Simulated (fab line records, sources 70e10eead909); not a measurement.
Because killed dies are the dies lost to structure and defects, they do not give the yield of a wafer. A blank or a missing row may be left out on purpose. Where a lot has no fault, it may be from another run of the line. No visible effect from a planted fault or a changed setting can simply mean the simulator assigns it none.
Which tool did it?	flow nand_harc	Sampling: 24 lots, 72 wafers, 6 of 1302 route steps

## WHAT EACH GAUGE READ, for each wafer
Not one reading of a measure or inspect step in the record can be checked against a usual standard deviation.

## WHAT TOOL EACH LOT RAN ON (gives the tool, then ch and the chambers of the sampled wafers, and finally the start)
lot	NHARC_A_STAIRCASE_DEP_259	NHARC_A_STAIRCASE_HM_OPEN_457	NHARC_A_STAIRCASE_DEP_280	NHARC_A_STAIRCASE_STRIP_295	NHARC_A_STAIRCASE_ETCH_315	NHARC_A_STAIRCASE_DEP_151
L074	pecvd-04 ch 1,2, day 15 23:51	rie_diel-01 ch 2,3, day 16 09:30 or earlier	pecvd-02 ch 0,1,2, day 16 09:30	rie_diel-04 ch 0,3, day 17 07:55 or earlier	rie_diel-04 ch 0,1, day 17 07:55 or earlier	pecvd-02 ch 0,1,2, day 17 07:55
L076	pecvd-02 ch 0,1,2, day 16 20:46	rie_diel-04 ch 0,1,2, day 17 04:14 or earlier	pecvd-04 ch 1,2, day 17 04:14	rie_diel-04 ch 0,3, day 18 08:46 or earlier	rie_diel-01 ch 1,2, day 18 08:46 or earlier	pecvd-04 ch 0,1,2, day 18 08:46
L075	pecvd-04 ch 1,2, day 17 01:43	rie_diel-07 ch 0,1,2, day 17 08:58 or earlier	pecvd-02 ch 0,1, day 17 08:58	rie_diel-04 ch 2,3, day 18 08:46 or earlier	rie_diel-01 ch 0,1,2, day 18 08:46 or earlier	pecvd-03 ch 0,2, day 18 08:46
L077	pecvd-03 ch 1,2, day 17 15:55	rie_diel-01 ch 1,2,3, day 18 01:56 or earlier	pecvd-03 ch 0,2, day 18 01:56	rie_diel-01 ch 1,2,3, day 19 01:40 or earlier	rie_diel-04 ch 1,2,3, day 19 01:40 or earlier	pecvd-04 ch 0,2, day 19 01:40
L078	pecvd-04 ch 1,2, day 18 02:06	rie_diel-04 ch 0,3, day 18 08:11 or earlier	pecvd-03 ch 0,2, day 18 08:11	rie_diel-04 ch 1,2, day 19 10:08 or earlier	rie_diel-01 ch 0,1,2, day 19 10:08 or earlier	pecvd-03 ch 0,1, day 19 10:08
L079	pecvd-02 ch 0,1,2, day 18 20:56	rie_diel-01 ch 0,3, day 19 07:44 or earlier	pecvd-04 ch 0,1,2, day 19 07:44	rie_diel-01 ch 0,3, day 20 05:52 or earlier	rie_diel-04 ch 0,3, day 20 05:52 or earlier	pecvd-03 ch 0,1,2, day 20 05:52
L080	pecvd-02 ch 1,2, day 18 22:11	rie_diel-04 ch 2,3, day 19 09:33 or earlier	pecvd-03 ch 0,2, day 19 09:33	rie_diel-01 ch 0,3, day 20 09:39 or earlier	rie_diel-04 ch 0,2, day 20 09:39 or earlier	pecvd-04 ch 0,1,2, day 20 09:39
L081	pecvd-02 ch 0,2, day 19 22:04	rie_diel-07 ch 1,3, day 20 03:56 or earlier	pecvd-02 ch 1,2, day 20 03:56	rie_diel-01 ch 0,2,3, day 21 01:22 or earlier	rie_diel-01 ch 0,3, day 21 01:22 or earlier	pecvd-03 ch 0,2, day 21 01:22
L082	pecvd-02 ch 0,1,2, day 19 22:26	rie_diel-04 ch 0,1,2, day 20 04:17 or earlier	pecvd-02 ch 0,1,2, day 20 04:17	rie_diel-07 ch 0,1,2, day 21 01:16 or earlier	rie_diel-01 ch 0,1,3, day 21 01:16 or earlier	pecvd-04 ch 0,1,2, day 21 01:16
L083	pecvd-03 ch 0,2, day 20 13:13	rie_diel-04 ch 2,3, day 20 20:14 or earlier	pecvd-03 ch 0,1, day 20 20:14	rie_diel-01 ch 1,2,3, day 21 20:07 or earlier	rie_diel-01 ch 0,3, day 21 20:07 or earlier	pecvd-02 ch 0,1, day 21 20:07
L086	pecvd-03 ch 0,1, day 20 22:05	rie_diel-01 ch 1,3, day 21 06:57 or earlier	pecvd-02 ch 1,2, day 21 06:57	rie_diel-07 ch 1,3, day 22 07:47 or earlier	rie_diel-07 ch 0,1,3, day 22 07:47 or earlier	pecvd-03 ch 0,1,2, day 22 07:47
L085	pecvd-02 ch 0,2, day 20 23:42	rie_diel-07 ch 0,1,2, day 21 08:18 or earlier	pecvd-03 ch 0,2, day 21 08:18	rie_diel-07 ch 0,3, day 22 07:47 or earlier	rie_diel-04 ch 2,3, day 22 07:47 or earlier	pecvd-04 ch 0,2, day 22 07:47
L084	pecvd-03 ch 0,2, day 21 03:17	rie_diel-04 ch 2,3, day 21 13:56 or earlier	pecvd-03 ch 0,1,2, day 21 13:56	rie_diel-07 ch 1,2,3, day 22 12:52 or earlier	rie_diel-04 ch 0,2,3, day 22 12:52 or earlier	pecvd-03 ch 1,2, day 22 12:52
L087	pecvd-03 ch 0,1,2, day 21 10:09	rie_diel-04 ch 1,3, day 21 19:31 or earlier	pecvd-03 ch 0,1, day 21 19:31	rie_diel-01 ch 1,3, day 23 01:32 or earlier	rie_diel-07 ch 0,1, day 23 01:32 or earlier	pecvd-02 ch 1,2, day 23 01:32
L088	pecvd-04 ch 0,1,2, day 22 07:05	rie_diel-07 ch 1,2, day 22 14:26 or earlier	pecvd-03 ch 0,1,2, day 22 14:26	rie_diel-04 ch 0,1,2, day 23 12:16 or earlier	rie_diel-07 ch 0,1,3, day 23 12:16 or earlier	pecvd-02 ch 0,1,2, day 23 12:16
L089	pecvd-04 ch 0,1,2, day 22 21:07	rie_diel-04 ch 0,1,3, day 23 04:05 or earlier	pecvd-04 ch 0,1, day 23 04:05	rie_diel-01 ch 1,2,3, day 24 02:34 or earlier	rie_diel-01 ch 0,2,3, day 24 02:34 or earlier	pecvd-04 ch 0,2, day 24 02:34
L090	pecvd-02 ch 0,1,2, day 23 02:19	rie_diel-04 ch 0,1, day 23 08:14 or earlier	pecvd-04 ch 1,2, day 23 08:14	rie_diel-07 ch 2,3, day 24 06:37 or earlier	rie_diel-01 ch 0,1,3, day 24 06:37 or earlier	pecvd-02 ch 0,1,2, day 24 06:37
L092	pecvd-04 ch 0,1,2, day 24 04:39	rie_diel-04 ch 1,2,3, day 24 14:27 or earlier	pecvd-03 ch 0,2, day 24 14:27	rie_diel-01 ch 0,1,2, day 25 15:23 or earlier	rie_diel-01 ch 0,1,2, day 25 15:23 or earlier	pecvd-04 ch 0,1,2, day 25 15:23
L091	pecvd-04 ch 0,1,2, day 24 12:52	rie_diel-07 ch 0,1, day 24 21:16 or earlier	pecvd-03 ch 0,2, day 24 21:16	rie_diel-04 ch 0,1, day 25 20:11 or earlier	rie_diel-01 ch 0,1,3, day 25 20:11 or earlier	pecvd-04 ch 0,1, day 25 20:11
L093	pecvd-02 ch 0,2, day 24 20:30	rie_diel-07 ch 0,1,2, day 25 04:10 or earlier	pecvd-04 ch 0,1, day 25 04:10	rie_diel-01 ch 0,1,3, day 26 02:10 or earlier	rie_diel-01 ch 0,1, day 26 02:10 or earlier	pecvd-04 ch 0,1,2, day 26 02:10
L094	pecvd-04 ch 0,2, day 24 20:49	rie_diel-07 ch 0,3, day 25 05:49 or earlier	pecvd-04 ch 0,1, day 25 05:49	rie_diel-04 ch 0,1, day 26 05:54 or earlier	rie_diel-01 ch 0,1, day 26 05:54 or earlier	pecvd-04 ch 1,2, day 26 05:54
L095	pecvd-04 ch 0,1,2, day 25 12:06	rie_diel-01 ch 1,3, day 25 21:04 or earlier	pecvd-04 ch 0,1,2, day 25 21:04	rie_diel-07 ch 0,2, day 26 19:56 or earlier	rie_diel-07 ch 0,3, day 26 19:56 or earlier	pecvd-03 ch 0,2, day 26 19:56
L096	pecvd-03 ch 0,1, day 25 19:13	rie_diel-01 ch 2,3, day 26 03:38 or earlier	pecvd-03 ch 0,1,2, day 26 03:38	rie_diel-04 ch 0,1,2, day 27 04:04 or earlier	rie_diel-07 ch 2,3, day 27 04:04 or earlier	pecvd-02 ch 0,1, day 27 04:04
L097	pecvd-04 ch 0,1,2, day 25 22:03	rie_diel-01 ch 2,3, day 26 05:28 or earlier	pecvd-04 ch 1,2, day 26 05:28	rie_diel-07 ch 0,3, day 27 04:04 or earlier	rie_diel-01 ch 0,2, day 27 04:04 or earlier	pecvd-04 ch 1,2, day 27 04:04
- NHARC_A_STAIRCASE_DEP_259: deposits SiON, target thk 30 nm.
- NHARC_A_STAIRCASE_HM_OPEN_457: chemistry O2/COS.
- NHARC_A_STAIRCASE_DEP_280: deposits SiON, target thk 30 nm.
- NHARC_A_STAIRCASE_STRIP_295: strips in O2.
- NHARC_A_STAIRCASE_ETCH_315: etches the open film in C4F8/O2/Ar, target depth 2500 nm, time 607.1 s.
- NHARC_A_STAIRCASE_DEP_151: deposits SiO2, target thk 7200 nm.

## WHAT THE TOOLS THEMSELVES READ (means of the sampled wafers that have a number; where no wafer has one, the mark that the record gives instead)
NHARC_A_STAIRCASE_DEP_259.
lot	tool	heater_power_w (W)
L074	pecvd-04	790
L076	pecvd-02	727
L075	pecvd-04	781
L077	pecvd-03	714
L078	pecvd-04	795
L079	pecvd-02	680
L080	pecvd-02	810
L081	pecvd-02	691
L082	pecvd-02	746
L083	pecvd-03	632
L086	pecvd-03	745
L085	pecvd-02	642
L084	pecvd-03	601
L087	pecvd-03	708
L088	pecvd-04	803
L089	pecvd-04	782
L090	pecvd-02	730
L092	pecvd-04	782
L091	pecvd-04	762
L093	pecvd-02	727
L094	pecvd-04	848
L095	pecvd-04	730
L096	pecvd-03	693
L097	pecvd-04	775

NHARC_A_STAIRCASE_HM_OPEN_457.
lot	tool	drypump_motor_current_A (A)	mfc_ar_sccm (sccm)	oes_product_au (a.u.)	rf_vpp_V (V)	showerhead_plenum_p_Torr (Torr)	throttle_valve_pct (%)
L074	rie_diel-01	6.1	0.000	1.007	467.4	3.13	28.328
L076	rie_diel-04	5.7	0.018	0.998	470.2	3.26	28.329
L075	rie_diel-07	5.4	0.007	1.014	468.4	3.19	28.334
L077	rie_diel-01	6.1	0.000	1.001	466.2	3.05	28.318
L078	rie_diel-04	5.7	0.008	1.007	469.4	3.22	28.329
L079	rie_diel-01	6.1	0.003	1.014	466.5	3.09	28.325
L080	rie_diel-04	5.7	0.015	1.004	467.9	3.17	28.337
L081	rie_diel-07	5.7	0.021	0.998	470.8	3.32	28.327
L082	rie_diel-04	5.7	0.018	0.994	469.3	3.24	28.330
L083	rie_diel-04	5.6	0.026	0.991	468.2	3.15	28.335
L086	rie_diel-01	6.3	0.000	1.012	465.3	3.04	28.331
L085	rie_diel-07	5.4	0.007	0.998	467.6	3.17	28.328
L084	rie_diel-04	5.6	0.015	0.991	468.4	3.16	28.335
L087	rie_diel-04	5.6	0.003	1.004	469.8	3.20	28.331
L088	rie_diel-07	5.6	0.013	1.018	468.4	3.21	28.330
L089	rie_diel-04	5.6	0.007	1.008	468.8	3.23	28.325
L090	rie_diel-04	5.6	0.005	1.012	470.3	3.27	28.331
L092	rie_diel-04	5.6	0.014	1.005	467.1	3.18	28.336
L091	rie_diel-07	5.7	0.012	0.999	470.5	3.27	28.330
L093	rie_diel-07	5.4	0.007	0.993	466.5	3.16	28.330
L094	rie_diel-07	5.3	0.009	1.003	468.7	3.23	28.336
L095	rie_diel-01	6.3	0.000	1.010	468.6	3.18	28.323
L096	rie_diel-01	6.1	0.000	1.005	466.9	3.09	28.324
L097	rie_diel-01	5.9	0.000	1.002	466.0	3.10	28.322

NHARC_A_STAIRCASE_DEP_280.
lot	tool	heater_power_w (W)
L074	pecvd-02	766
L076	pecvd-04	825
L075	pecvd-02	784
L077	pecvd-03	647
L078	pecvd-03	607
L079	pecvd-04	784
L080	pecvd-03	670
L081	pecvd-02	785
L082	pecvd-02	716
L083	pecvd-03	658
L086	pecvd-02	812
L085	pecvd-03	604
L084	pecvd-03	694
L087	pecvd-03	729
L088	pecvd-03	670
L089	pecvd-04	804
L090	pecvd-04	796
L092	pecvd-03	657
L091	pecvd-03	703
L093	pecvd-04	730
L094	pecvd-04	793
L095	pecvd-04	756
L096	pecvd-03	723
L097	pecvd-04	755

NHARC_A_STAIRCASE_STRIP_295.
lot	tool	drypump_motor_current_A (A)	mfc_ar_sccm (sccm)	oes_product_au (a.u.)	rf_vpp_V (V)	showerhead_plenum_p_Torr (Torr)	throttle_valve_pct (%)
L074	rie_diel-04	5.7	0.012	1.003	57.6	3.69	17.035
L076	rie_diel-04	5.8	0.012	0.995	58.4	3.69	17.041
L075	rie_diel-04	5.7	0.026	1.000	59.0	3.58	17.031
L077	rie_diel-01	6.1	0.000	1.008	56.8	3.46	17.044
L078	rie_diel-04	5.6	0.012	1.003	58.8	3.66	17.040
L079	rie_diel-01	5.9	0.007	1.010	58.0	3.45	17.033
L080	rie_diel-01	6.1	0.003	1.011	57.7	3.49	17.038
L081	rie_diel-01	5.9	0.003	1.006	58.2	3.49	17.027
L082	rie_diel-07	5.4	0.007	1.002	58.2	3.59	17.038
L083	rie_diel-01	6.1	0.000	1.002	57.6	3.44	17.041
L086	rie_diel-07	5.6	0.024	0.993	58.5	3.74	17.036
L085	rie_diel-07	5.3	0.009	0.997	58.9	3.66	17.045
L084	rie_diel-07	5.5	0.016	1.003	58.0	3.63	17.037
L087	rie_diel-01	6.3	0.000	1.011	56.5	3.43	17.034
L088	rie_diel-04	5.7	0.018	0.998	57.6	3.65	17.035
L089	rie_diel-01	6.1	0.000	0.998	57.1	3.43	17.040
L090	rie_diel-07	5.2	0.011	0.987	57.1	3.50	17.044
L092	rie_diel-01	5.9	0.003	1.005	57.6	3.57	17.041
L091	rie_diel-04	5.7	0.011	1.006	57.4	3.70	17.038
L093	rie_diel-01	6.1	0.003	1.019	58.3	3.56	17.041
L094	rie_diel-04	5.7	0.011	0.995	58.2	3.70	17.030
L095	rie_diel-07	5.2	0.002	1.008	58.6	3.45	17.037
L096	rie_diel-04	5.6	0.018	0.995	58.1	3.64	17.034
L097	rie_diel-07	5.3	0.009	0.994	58.3	3.64	17.044

NHARC_A_STAIRCASE_ETCH_315.
lot	tool	oes_product_au (a.u.)	rf_vpp_V (V)
L074	rie_diel-04	0.934	1842
L076	rie_diel-01	0.942	1822
L075	rie_diel-01	0.948	1818
L077	rie_diel-04	0.926	1834
L078	rie_diel-01	0.937	1818
L079	rie_diel-04	0.930	1834
L080	rie_diel-04	0.913	1834
L081	rie_diel-01	0.930	1821
L082	rie_diel-01	0.932	1817
L083	rie_diel-01	0.935	1823
L086	rie_diel-07	0.934	1839
L085	rie_diel-04	0.929	1829
L084	rie_diel-04	0.929	1833
L087	rie_diel-07	0.931	1840
L088	rie_diel-07	0.938	1839
L089	rie_diel-01	0.939	1823
L090	rie_diel-01	0.937	1816
L092	rie_diel-01	0.941	1830
L091	rie_diel-01	0.943	1830
L093	rie_diel-01	0.939	1826
L094	rie_diel-01	0.932	1837
L095	rie_diel-07	0.919	1838
L096	rie_diel-07	0.930	1824
L097	rie_diel-01	0.941	1822

NHARC_A_STAIRCASE_DEP_151.
lot	tool	heater_power_w (W)
L074	pecvd-02	633
L076	pecvd-04	628
L075	pecvd-03	564
L077	pecvd-04	664
L078	pecvd-03	648
L079	pecvd-03	555
L080	pecvd-04	670
L081	pecvd-03	561
L082	pecvd-04	730
L083	pecvd-02	660
L086	pecvd-03	599
L085	pecvd-04	684
L084	pecvd-03	629
L087	pecvd-02	624
L088	pecvd-02	583
L089	pecvd-04	726
L090	pecvd-02	600
L092	pecvd-04	737
L091	pecvd-04	658
L093	pecvd-04	677
L094	pecvd-04	651
L095	pecvd-03	612
L096	pecvd-02	658
L097	pecvd-04	708

## THE ANSWER, worked out from the rows above alone
Rule: the lots themselves supply what counts as usual. Put in order of their means at a reading, lots are off if they are a third of the lots or fewer, leave a main group of 4 or more, and stand apart from it by a gap of 3 or more times the standard deviation of the main group's means; of several such gaps the widest counts. Not used: any main group whose means are identical at the precision the tables above print for the reading. Also off: a lot with no number at a reading for which 4 or more lots have one. Any other lot the step has rows for is counted as sound. First the gauges in route order, then the tools' own readings, where a lot's mean is used as printed above. The first step at which some lot is off is used, and at that step the reading that is off furthest; a lot without a number counts as furthest.
Across all readings shown, no lot is off: no conclusion can be drawn from this.

## WHAT HAD BEEN PUT IN BY THE SIMULATOR
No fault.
